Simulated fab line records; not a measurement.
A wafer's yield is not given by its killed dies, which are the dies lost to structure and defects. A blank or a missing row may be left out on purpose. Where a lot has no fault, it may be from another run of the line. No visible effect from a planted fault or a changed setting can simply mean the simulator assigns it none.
Which tool did it? :: flow nand harc :: 18 wafers from 6 lots sampled at 3 of the route's 1302 steps

WHAT EACH GAUGE READ, for each wafer
NHARC_P_M2_CD_MEAS_09 targets a cd of 170 nm.
lot: L811
measured: day 7 04:05
on: cd sem-03
cd nm (nm): 169.9 169.3 169.4

lot: L814
measured: day 8 08:37
on: cd sem-03
cd nm (nm): 169.3 170.1 169.7

lot: L817
measured: day 9 19:57
on: cd sem-03
cd nm (nm): 170.1 170.4 170.1

lot: L819
measured: day 10 10:56
on: cd sem-03
cd nm (nm): 171.0 171.0 170.5

lot: L825
measured: day 13 00:49
on: cd sem-02
cd nm (nm): 170.1 171.3 170.3

lot: L830
measured: day 15 07:02
on: cd sem-02
cd nm (nm): 191.5 191.7 191.5

TOOL THAT RAN EACH LOT (tool first, then ch and the chambers of the sampled wafers, then the start)
lot: L811
NHARC_P_M1_PRE_CLEAN_32: pecvd-04 ch 0,1,2, day 7 02:47
NHARC_P_M2_PEB_07: litho track-06 ch 0, day 7 04:00

lot: L814
NHARC_P_M1_PRE_CLEAN_32: pecvd-03 ch 1,2, day 8 07:17
NHARC_P_M2_PEB_07: litho track-04 ch 0, day 8 08:32

lot: L817
NHARC_P_M1_PRE_CLEAN_32: pecvd-01 ch 0,1,2, day 9 18:39
NHARC_P_M2_PEB_07: litho track-06 ch 0, day 9 19:53

lot: L819
NHARC_P_M1_PRE_CLEAN_32: pecvd-03 ch 0,2, day 10 09:44
NHARC_P_M2_PEB_07: litho track-01 ch 0, day 10 10:51

lot: L825
NHARC_P_M1_PRE_CLEAN_32: pecvd-01 ch 0,1, day 12 23:30
NHARC_P_M2_PEB_07: litho track-01 ch 0, day 13 00:44

lot: L830
NHARC_P_M1_PRE_CLEAN_32: pecvd-01 ch 0,2, day 15 05:44
NHARC_P_M2_PEB_07: litho track-01 ch 0, day 15 06:58
- NHARC_P_M1_PRE_CLEAN_32: time 12 s.
- NHARC_P_M2_PEB_07: peb time 65 s.

THE ANSWER, worked out from the rows above alone
Rule: the usual values come from the lots themselves. The widest of any qualifying gaps counts: lots, ordered by their means at a reading, are off when they make up no more than a third of the lots, leave a main group of 4 or more, and stand apart from it by 3 or more times the standard deviation of that group's means. A main group is skipped when, at the precision printed for the reading in the tables above, its means are all equal. A lot without any number at a reading at which 4 lots or more have one is off too. All remaining lots with rows at the step are treated as sound.
Off, at NHARC_P_M2_CD_MEAS_09 on cd nm: L830. Mean 170.2 nm and standard deviation 0.49 in the main group.
A tool fits if, at a process step before that reading, it ran every lot that is off, and no sound lot after the first of them. The gauges at NHARC_P_M2_CD_MEAS_09 are tried like those tools. Can't be told from this: 3 tools fit, pecvd-01 at NHARC_P_M1_PRE_CLEAN_32, litho track-01 at NHARC_P_M2_PEB_07, cd sem-02 at NHARC_P_M2_CD_MEAS_09.

WHAT THE SIMULATOR HAD INSERTED
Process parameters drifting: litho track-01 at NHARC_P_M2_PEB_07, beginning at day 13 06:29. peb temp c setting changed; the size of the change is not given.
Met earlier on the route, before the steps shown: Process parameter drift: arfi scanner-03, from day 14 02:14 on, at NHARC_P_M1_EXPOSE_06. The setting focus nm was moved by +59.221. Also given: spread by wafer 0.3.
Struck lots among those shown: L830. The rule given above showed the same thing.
